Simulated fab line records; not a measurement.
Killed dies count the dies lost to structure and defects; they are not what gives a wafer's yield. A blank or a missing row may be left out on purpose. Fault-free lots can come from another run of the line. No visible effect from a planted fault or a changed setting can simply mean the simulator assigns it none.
Chamber matching + flow nand harc + NHARC_P_CONTACT_DESCUM_17 on rie diel-03: 4 sister chambers
The step chemistry O2, time 3 s. 8 wafers are shown with their chamber, then 12 later ones without.

== WAFERS WITH THEIR CHAMBER ==
| wafer  | chamber | drypump motor current A (A) | oes product au (a.u.) |
|--------|---------|-----------------------------|-----------------------|
| L083.1 | 0       | 4.8                         | 1.002                 |
| L081.2 | 2       | 6.9                         | 0.993                 |
| L081.3 | 1       | 5.3                         | 1.012                 |
| L084.1 | 2       | 6.8                         | 0.993                 |
| L084.2 | 0       | 4.8                         | 1.001                 |
| L087.3 | 1       | 5.3                         | 1.003                 |
| L087.4 | 3       | 5.3                         | 0.981                 |
| L087.5 | 3       | 5.2                         | 0.973                 |

== WAFERS WHOSE CHAMBER IS MISSING ==
| wafer  | drypump motor current A (A) | oes product au (a.u.) |
|--------|-----------------------------|-----------------------|
| L092.1 | 5.3                         | 1.000                 |
| L092.3 | 4.8                         | 0.994                 |
| L092.5 | 5.3                         | 0.976                 |
| L094.2 | 5.2                         | 0.988                 |
| L094.3 | 5.4                         | 1.005                 |
| L094.4 | 4.8                         | 1.000                 |
| L096.1 | 5.3                         | 0.985                 |
| L096.3 | 5.3                         | 1.000                 |
| L096.4 | 6.9                         | 1.014                 |
| L097.3 | 5.2                         | 0.983                 |
| L097.4 | 4.9                         | 1.001                 |
| L097.6 | 4.8                         | 1.009                 |

== THE CHAMBER EACH PASSED THROUGH ==
| wafer  | from the rows above | in truth |
|--------|---------------------|----------|
| L092.1 | 1                   | 1        |
| L092.3 | 0                   | 0        |
| L092.5 | 3                   | 3        |
| L094.2 | 3                   | 3        |
| L094.3 | 1                   | 1        |
| L094.4 | 0                   | 0        |
| L096.1 | 3                   | 3        |
| L096.3 | 1                   | 1        |
| L096.4 | 2                   | 2        |
| L097.3 | 3                   | 3        |
| L097.4 | 0                   | 0        |
| L097.6 | 0                   | 0        |
12 of 12 placed correctly. Number that these rows cannot place: 0. Number placed wrongly: 0.
How it was worked out, from the rows above alone: a wafer's distance from a chamber is the root of the sum, over the readings, of the square of ((its reading less the chamber's mean) divided by the reading's scatter). If the next closest chamber is less than 2 further off than the closest, the wafer can't be placed; otherwise it belongs to the closest. A chamber's mean is the mean of its shown wafers. The scatter is the square root of a quotient: the sum, over the shown wafers, of each reading's squared deviation from its chamber's mean, divided by wafers minus chambers.
